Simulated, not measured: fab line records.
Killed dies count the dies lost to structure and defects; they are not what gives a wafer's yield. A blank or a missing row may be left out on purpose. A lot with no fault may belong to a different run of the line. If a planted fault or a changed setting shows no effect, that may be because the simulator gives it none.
Chamber matching + flow n5-finfet + N5_FIN_SAQP_HM_OPEN_73 on rie-diel-04 has 4 sister chambers
The step chemistry CHF3/O2, target SiO2, stops on a-Si, target depth 12 nm, time 16.8 s. 4 wafers are shown with their chamber, then 8 later ones without.

== WAFERS WITH THEIR CHAMBER ==
| wafer  | chamber | drypump-motor-current-A (A) |
|--------|---------|-----------------------------|
| L075.5 | 1       | 5.93                        |
| L079.3 | 0       | 5.55                        |
| L084.6 | 2       | 5.40                        |
| L085.1 | 3       | 5.23                        |

== WAFERS WITHOUT THEIR CHAMBER ==
| wafer  | drypump-motor-current-A (A) |
|--------|-----------------------------|
| L085.2 | 5.42                        |
| L085.6 | 5.54                        |
| L086.2 | 5.22                        |
| L086.3 | 5.39                        |
| L086.4 | 5.54                        |
| L089.2 | 5.41                        |
| L089.4 | 5.92                        |
| L089.5 | 5.21                        |

== THE CHAMBER EACH PASSED THROUGH ==
| wafer  | from the rows above | in truth |
|--------|---------------------|----------|
| L085.2 | 2                   | 2        |
| L085.6 | 0                   | 0        |
| L086.2 | 3                   | 3        |
| L086.3 | 2                   | 2        |
| L086.4 | 0                   | 0        |
| L089.2 | 2                   | 2        |
| L089.4 | 1                   | 1        |
| L089.5 | 3                   | 3        |
8 of 8 placed correctly. Left unplaced by these rows: 0. 0 placed wrongly.
How it was worked out, from the rows above alone: a wafer's distance from a chamber is the root of the sum, over the readings, of the square of ((its reading less the chamber's mean) divided by the reading's scatter). The wafer belongs to the nearest chamber; if the next one is less than 2 further off, it can't be placed. For every chamber, the mean is computed from those of its wafers that are shown. The scatter (one wafer shown for each chamber): square how far every hidden wafer sits from the nearest shown wafer, average those squares and take the square root.
